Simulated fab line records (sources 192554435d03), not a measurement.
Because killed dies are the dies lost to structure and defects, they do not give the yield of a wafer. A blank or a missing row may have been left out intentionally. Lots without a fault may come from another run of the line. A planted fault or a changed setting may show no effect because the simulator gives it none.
Problem report in the 8D (eight disciplines) form, filled by code | flow n5 finfet | the parts of the form that need people (team, actions taken, sign-off) are left out

== 1. WHAT WENT WRONG ==
Wafers without a fault read 66.3 s, standard deviation 2.8; time to endpoint s at N5_BEOL_M9_CMP_52 reads a mean of 40.3 s on 3 wafers belonging to 3 lots. Measured from the usual mean, that is -9.3 standard deviations.
The step: polishes, stops on SiCOH lowk, t overpolish 7 s, target thk 140 nm.
Seen first at day 11 12:04 on cmp-02, wafer L783.5. At this step, 35 wafers from 13 lots have a number in the record. Rule for "out", or "out of limits": more than 4 standard deviations from the usual mean. Any other wafer with a number is counted as sound.

== 2. WHAT IT IS; WHAT IT IS NOT ==
question                    | is                     | is not
which readings at this step | time to endpoint s     | motor current A
which lots                  | L783, L784, L786       | L779, L780, L781, L785, L795, L796, L797, L798, L799, L800
which wafers of those lots  | L783.5, L784.5, L786.5 | L783.1, L784.4, L784.6, L786.4
read on which tools         | cmp-01, cmp-02         | cmp-04
when                        | from day 11 12:04      | up to then (10 sound wafers); but 22 sound wafers of L784, L785, L786, L795, L796, L797, L798, L799, L800 came after

== 3. SUSPECTS, AND WHAT RULES EACH OUT ==
Counting: a tool at a process step up to the reading stays a suspect if it ran every lot that is out. Sound lots after the first of them don't rule it out here, since some wafers of a struck lot are sound.
- ecd cu-01 at N5_BEOL_M9_ECD_50 (material Cu, target thk 318 nm): kept. Ran every lot that is out, first one L783 (day 11 11:40); last sound lot up to then L780 (day 10 18:28).
Remaining after the count: ecd cu-01 at N5_BEOL_M9_ECD_50.

== 4. THE CAUSE (what the simulator had put in) ==
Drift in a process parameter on ecd cu-01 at N5_BEOL_M9_ECD_50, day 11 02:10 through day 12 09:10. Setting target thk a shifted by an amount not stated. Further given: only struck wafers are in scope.
After counting, this tool was the only one left.

== 5. THE EFFECT CHAIN, in route order ==
Each row: a reading whose mean over the struck wafers that have a number lies more than 3 standard deviations from the usual. Readings are gone through only where the record gives a usual standard deviation; hours: the median, over the lots, of the time from a lot's start at the first step in this table giving one to that lot's start at this step; sigmas: the change measured in usual standard deviations.
hours | step              | reading            | usual  | on struck wafers | change | sigmas
0     | N5_BEOL_M9_CMP_52 | time to endpoint s | 66.3 s | 40.3             | -26.0  | -9.3
Process steps it contains:
- N5_BEOL_M9_CMP_52: polishes, stops on SiCOH lowk, t overpolish 7 s, target thk 140 nm.
At these later measuring or inspecting steps, every struck wafer for which the step has a row has a number for every such reading, and none has moved that far: N5_BEOL_M9_RS_MEAS_57, N5_BEOL_M9_INSPECT_58.

== 6. WHAT WOULD HAVE CAUGHT IT SOONER ==
In this record no reading fell out of limits until day 11 12:04, 10 hours after the fault had begun at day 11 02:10.
Of the lots that are out (3), L784, L786 began N5_BEOL_M9_ECD_50 on ecd cu-01 after day 11 12:04. A hold on the tool at that time would have spared those 2.
